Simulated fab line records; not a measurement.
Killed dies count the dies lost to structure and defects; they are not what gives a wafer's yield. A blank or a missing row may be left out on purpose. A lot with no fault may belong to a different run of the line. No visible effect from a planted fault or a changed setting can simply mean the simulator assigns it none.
Which tool was responsible? + flow nand-harc + 24 lots with 72 wafers sampled at 2 steps, on a route of 1302 steps

WHAT THE GAUGES READ, wafer by wafer
NHARC_A_CHANNEL_FILL_D2_INSPECT_13. Usual: raw-defect-count at 357, with a standard deviation of 120.
| lot  | measured     | on                | raw-defect-count | flag |
|------|--------------|-------------------|------------------|------|
| L074 | day 15 09:37 | defect-inspect-01 | 235 436 200      |      |
| L075 | day 16 05:13 | defect-inspect-02 | 536 437 634      |      |
| L077 | day 16 12:34 | defect-inspect-02 | 330 361 374      |      |
| L076 | day 16 12:44 | defect-inspect-01 | 249 268 291      |      |
| L079 | day 17 13:18 | defect-inspect-02 | 465 346 170      |      |
| L078 | day 17 13:29 | defect-inspect-02 | 281 465 411      |      |
| L080 | day 18 09:17 | defect-inspect-01 | 262 357 264      |      |
| L081 | day 18 09:15 | defect-inspect-02 | 398 256 436      |      |
| L082 | day 19 09:07 | defect-inspect-01 | 631 499 615      |      |
| L083 | day 19 19:31 | defect-inspect-02 | 400 273 265      |      |
| L084 | day 19 19:21 | defect-inspect-02 | 251 257 341      |      |
| L086 | day 20 10:47 | defect-inspect-01 | 677 287 554      |      |
| L085 | day 20 14:20 | defect-inspect-01 | 387 763 267      |      |
| L088 | day 21 13:04 | defect-inspect-02 | 274 384 288      |      |
| L087 | day 21 13:04 | defect-inspect-01 | 349 213 324      |      |
| L089 | day 21 22:22 | defect-inspect-02 | 386 340 387      |      |
| L090 | day 22 07:22 | defect-inspect-01 | 651 439 452      |      |
| L091 | day 22 19:22 | defect-inspect-01 | 201 238 205      |      |
| L092 | day 23 04:25 | defect-inspect-01 | 480 448 450      |      |
| L093 | day 23 04:20 | defect-inspect-02 | 256 344 377      |      |
| L094 | day 23 22:19 | defect-inspect-02 | 368 394 435      |      |
| L095 | day 24 10:10 | defect-inspect-01 | 371 257 335      |      |
| L097 | day 25 00:53 | defect-inspect-01 | 238 238 259      |      |
| L096 | day 25 00:43 | defect-inspect-02 | 476 336 270      |      |

WHAT TOOL EACH LOT RAN ON (gives the tool, then ch and the chambers of the sampled wafers, and finally the start)
| lot  | NHARC_A_CHANNEL_FILL_D2_CMP_10 |
|------|--------------------------------|
| L074 | cmp-04 ch 0,1, day 15 08:59    |
| L075 | cmp-04 ch 1,2,3, day 16 04:40  |
| L077 | cmp-03 ch 1,2, day 16 11:57    |
| L076 | cmp-02 ch 0,1, day 16 11:58    |
| L079 | cmp-04 ch 0,1,3, day 17 12:43  |
| L078 | cmp-03 ch 0,2,3, day 17 12:44  |
| L080 | cmp-03 ch 0,2, day 18 08:38    |
| L081 | cmp-04 ch 0,1,3, day 18 08:40  |
| L082 | cmp-03 ch 1,2, day 19 08:31    |
| L083 | cmp-04 ch 0,2, day 19 18:45    |
| L084 | cmp-03 ch 1,2,3, day 19 18:45  |
| L086 | cmp-04 ch 2,3, day 20 10:11    |
| L085 | cmp-03 ch 0,2,3, day 20 13:44  |
| L088 | cmp-04 ch 0,1, day 21 12:29    |
| L087 | cmp-03 ch 0,3, day 21 12:29    |
| L089 | cmp-04 ch 0,2,3, day 21 21:45  |
| L090 | cmp-04 ch 1,2,3, day 22 06:49  |
| L091 | cmp-04 ch 1,2,3, day 22 18:46  |
| L092 | cmp-04 ch 0,2,3, day 23 03:44  |
| L093 | cmp-02 ch 0,1,2, day 23 03:45  |
| L094 | cmp-04 ch 0,3, day 23 21:40    |
| L095 | cmp-03 ch 0,1,3, day 24 09:32  |
| L097 | cmp-02 ch 0,3, day 25 00:07    |
| L096 | cmp-04 ch 1,2, day 25 00:07    |
- NHARC_A_CHANNEL_FILL_D2_CMP_10: polishes, target thk 150 nm.

WHAT THE TOOLS THEMSELVES READ (means of the sampled wafers that have a number; where no wafer has one, the mark that the record gives instead)
NHARC_A_CHANNEL_FILL_D2_CMP_10. Usual: motor-current-A 11.0 A, standard deviation 1.2; time-to-endpoint-s 14.7 s, standard deviation 2.1.
| lot  | tool   | motor-current-A (A) | time-to-endpoint-s (s) | flag |
|------|--------|---------------------|------------------------|------|
| L074 | cmp-04 | 11.0                | 14.4                   |      |
| L075 | cmp-04 | 11.2                | 14.9                   |      |
| L077 | cmp-03 | 11.5                | 13.3                   |      |
| L076 | cmp-02 | 12.9                | 17.2                   |      |
| L079 | cmp-04 | 10.9                | 13.5                   |      |
| L078 | cmp-03 | 10.3                | 13.5                   |      |
| L080 | cmp-03 | 10.4                | 12.8                   |      |
| L081 | cmp-04 | 11.1                | 15.0                   |      |
| L082 | cmp-03 | 11.2                | 13.9                   |      |
| L083 | cmp-04 | 10.3                | 15.6                   |      |
| L084 | cmp-03 | 11.2                | 11.8                   |      |
| L086 | cmp-04 | 11.1                | 11.5                   |      |
| L085 | cmp-03 | 10.8                | 16.5                   |      |
| L088 | cmp-04 | 11.0                | 17.2                   |      |
| L087 | cmp-03 | 10.1                | 17.9                   |      |
| L089 | cmp-04 | 10.5                | 13.8                   |      |
| L090 | cmp-04 | 11.0                | 13.5                   |      |
| L091 | cmp-04 | 11.0                | 13.5                   |      |
| L092 | cmp-04 | 10.5                | 14.9                   |      |
| L093 | cmp-02 | 12.0                | 16.0                   |      |
| L094 | cmp-04 | 10.8                | 12.5                   |      |
| L095 | cmp-03 | 10.9                | 15.5                   |      |
| L097 | cmp-02 | 13.6                | 17.5                   |      |
| L096 | cmp-04 | 11.1                | 14.2                   |      |

THE ANSWER, worked out from the rows above alone
Rule: a lot is off if the mean of its wafers that have a number lies more than 3 standard deviations from the usual mean. Also off: a lot with no number at a reading for which 4 or more lots have one. Where the step has rows for the other lots, those lots are counted as sound. First the gauges in route order, then the tools' own readings, where a lot's mean is used as printed above. The first step at which some lot is off is used, and at that step the reading that is off furthest; a lot without a number counts as furthest.
No lot is off on any of the readings shown, so nothing can be concluded from this.

WHAT HAD BEEN PUT IN BY THE SIMULATOR
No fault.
